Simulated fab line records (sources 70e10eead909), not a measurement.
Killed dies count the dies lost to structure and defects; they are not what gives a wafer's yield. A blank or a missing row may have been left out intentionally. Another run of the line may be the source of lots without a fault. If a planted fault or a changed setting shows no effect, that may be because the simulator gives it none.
What tool caused it? -- flow nandHarc -- 36 wafers from 12 lots sampled at 6 of the route's 1159 steps

WHAT THE GAUGES READ, wafer by wafer
NHARC_A_ONON_D1_THK_MEAS_11: measures by ellipsometry.
lot,measured,on,thkNm (nm)
L415,day 8 03:58,filmMetro-02,996 997 1000
L417,day 8 04:00,filmMetro-01,987 987 986
L416,day 8 04:03,filmMetro-01,981 983 982
L420,day 8 13:49,filmMetro-02,1005 1007 1005
L424,day 9 19:12,filmMetro-01,1002 1002 1003
L426,day 10 23:46,filmMetro-02,995 997 998
L429,day 10 23:52,filmMetro-01,995 997 998
L430,day 11 15:44,filmMetro-01,985 985 987
L433,day 11 22:54,filmMetro-01,988 988 987
L431,day 11 23:02,filmMetro-01,996 996 996
L435,day 12 21:31,filmMetro-02,1017 1016 1018
L437,day 13 04:57,filmMetro-01,971 973 974

NHARC_A_CHANNEL_HOLE_D1_INSPECT_40.
lot,measured,on,rawDefectCount
L415,day 9 00:33,defectInspect-02,59 77 69
L417,day 9 00:29,defectInspect-01,70 54 67
L416,day 9 04:31,defectInspect-02,56 35 47
L420,day 9 12:02,defectInspect-02,51 25 53
L424,day 10 20:10,defectInspect-02,723 779 708
L426,day 12 00:09,defectInspect-02,717 714 697
L429,day 12 04:21,defectInspect-01,73 76 69
L430,day 12 12:45,defectInspect-02,74 49 66
L433,day 12 20:56,defectInspect-01,60 88 82
L431,day 13 00:39,defectInspect-01,82 68 74
L435,day 13 21:08,defectInspect-01,69 59 59
L437,day 14 10:40,defectInspect-01,54 53 65

NHARC_A_CHANNEL_FILL_D1_THK_MEAS_06: measures by ellipsometry.
lot,measured,on,thkNm (nm)
L415,day 10 12:44,filmMetro-02,5.5 5.2 4.3
L417,day 10 12:44,filmMetro-01,4.0 6.0 4.0
L416,day 10 19:53,filmMetro-02,3.2 4.3 4.3
L420,day 11 02:38,filmMetro-01,5.5 6.6 5.4
L424,day 12 08:25,filmMetro-02,5.1 7.4 5.1
L426,day 13 12:39,filmMetro-02,6.5 4.8 5.4
L429,day 13 12:41,filmMetro-01,5.2 5.2 5.2
L430,day 14 01:29,filmMetro-02,5.3 5.3 4.6
L433,day 14 09:06,filmMetro-01,4.3 6.2 5.4
L431,day 14 16:08,filmMetro-01,6.0 4.9 6.9
L435,day 15 07:23,filmMetro-01,5.2 4.9 5.3
L437,day 16 01:37,filmMetro-02,3.8 4.3 4.2

NHARC_END_SORT_01.
lot,measured,on,killedAtArray,killedAtOther,killedAtPeriphery,killedDies,killedOpen,killedShort
L424,day 21 13:43,prober-01,65 93 102,0 0 0,0 3 2,65 96 104,2 4 7,0 2 2
L426,day 22 05:23,prober-01,74 95 83,0 0 0,1 0 3,75 95 86,3 1 2,1 0 3

TOOL THAT RAN EACH LOT (tool first, then ch and the chambers of the sampled wafers, then the start)
lot,NHARC_A_CHANNEL_HOLE_D1_ETCH_16,NHARC_A_CHANNEL_FILL_D1_ALD_03
L415,"rieDiel-10 ch 0,1,2, day 8 18:12","aldSinBatch-01 ch 0, day 10 12:44 or earlier"
L417,"rieDiel-05 ch 1,2,3, day 8 18:10","aldSinBatch-01 ch 0, day 10 12:44 or earlier"
L416,"rieDiel-07 ch 0,3, day 8 18:30","aldSinBatch-01 ch 0, day 10 19:53 or earlier"
L420,"rieDiel-10 ch 0,3, day 9 05:37","aldSinBatch-02 ch 0, day 11 02:38 or earlier"
L424,"rieDiel-10 ch 0,1,2, day 10 12:49","aldSinBatch-01 ch 0, day 12 08:25 or earlier"
L426,"rieDiel-10 ch 0,2, day 11 17:49","aldSinBatch-03 ch 0, day 13 12:39 or earlier"
L429,"rieDiel-05 ch 2,3, day 11 18:18","aldSinBatch-01 ch 0, day 13 12:41 or earlier"
L430,"rieDiel-05 ch 1,2, day 12 06:26","aldSinBatch-03 ch 0, day 14 01:29 or earlier"
L433,"rieDiel-05 ch 1,3, day 12 14:07","aldSinBatch-02 ch 0, day 14 09:06 or earlier"
L431,"rieDiel-07 ch 1,3, day 12 14:40","aldSinBatch-03 ch 0, day 14 16:08 or earlier"
L435,"rieDiel-05 ch 0,1,2, day 13 14:53","aldSinBatch-03 ch 0, day 15 07:23 or earlier"
L437,"rieDiel-05 ch 0,1,2, day 14 00:41","aldSinBatch-01 ch 0, day 16 01:37 or earlier"
- NHARC_A_CHANNEL_HOLE_D1_ETCH_16: etches the open film in O2/COS, target depth 3100 nm, time 806 s.
- NHARC_A_CHANNEL_FILL_D1_ALD_03: deposits SiNx, target thk 6 nm, pulse time 60 s, ald cycles 58.

AS READ BY THE TOOLS THEMSELVES (means over the sampled wafers that have a number; for cases with no such wafer, the mark the record gives instead)
NHARC_A_CHANNEL_HOLE_D1_ETCH_16.
lot,tool,drypumpMotorCurrentA (A),o2FlowSccm (sccm),oesProductAu (a.u.),rfVppV (V),showerheadPlenumPTorr (Torr),throttleValvePct (%)
L415,rieDiel-10,5.9,400.6,0.994,315.2,3.14,28.335
L417,rieDiel-05,5.2,400.1,0.997,314.7,3.20,28.324
L416,rieDiel-07,5.5,401.8,0.994,314.0,3.08,28.325
L420,rieDiel-10,6.3,400.0,0.995,316.0,3.23,28.329
L424,rieDiel-10,5.8,400.5,0.990,313.8,3.14,28.327
L426,rieDiel-10,5.6,401.1,0.995,315.6,3.21,28.330
L429,rieDiel-05,5.1,399.3,0.990,317.3,3.31,28.340
L430,rieDiel-05,5.2,399.6,1.000,314.0,3.11,28.331
L433,rieDiel-05,5.3,400.5,1.005,314.0,3.10,28.335
L431,rieDiel-07,6.0,399.7,1.002,311.6,2.98,28.326
L435,rieDiel-05,5.3,400.1,0.992,314.6,3.17,28.324
L437,rieDiel-05,5.3,399.9,1.003,314.7,3.17,28.333

NHARC_A_CHANNEL_FILL_D1_ALD_03.
lot,tool,precursorPulseHeightRel
L415,aldSinBatch-01,1.000
L417,aldSinBatch-01,1.012
L416,aldSinBatch-01,0.995
L420,aldSinBatch-02,0.998
L424,aldSinBatch-01,1.003
L426,aldSinBatch-03,1.016
L429,aldSinBatch-01,0.986
L430,aldSinBatch-03,1.001
L433,aldSinBatch-02,1.013
L431,aldSinBatch-03,0.983
L435,aldSinBatch-03,1.009
L437,aldSinBatch-01,0.988

THE ANSWER, worked out from the rows above alone
Rule: what is usual is taken from the lots themselves. The widest of any qualifying gaps counts: lots, ordered by their means at a reading, are off when they make up no more than a third of the lots, leave a main group of 4 or more, and stand apart from it by 3 or more times the standard deviation of that group's means. Not used: any main group whose means are identical at the precision the tables above print for the reading. Also off: a lot with no number at a reading for which 4 or more lots have one. Any other lot the step has rows for is counted as sound. Order of review: gauges by route order, followed by the tools' own readings, for which a lot's mean as printed above is used. The first step at which some lot is off is used, and at that step the reading that is off furthest; a lot without a number counts as furthest.
Off at NHARC_A_CHANNEL_HOLE_D1_INSPECT_40 (rawDefectCount): L424, L426. Main group: mean 63, sd 11.
A tool fits if, at a process step before that reading, it ran every lot that is off, and no sound lot after the first of them. Those tools and the gauges at NHARC_A_CHANNEL_HOLE_D1_INSPECT_40 are tried in the same way. One fits: NHARC_A_CHANNEL_HOLE_D1_ETCH_16 on rieDiel-10. Its last sound lot is L420 (day 9 05:37), its first lot that is off L424 (day 10 12:49): a fault that began between those two fits.

WHAT THE SIMULATOR PUT IN
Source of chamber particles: rieDiel-10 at NHARC_A_CHANNEL_HOLE_D1_ETCH_16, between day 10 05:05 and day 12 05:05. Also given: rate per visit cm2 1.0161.
Struck lots among those shown: L424, L426. The rule above reached the same finding.
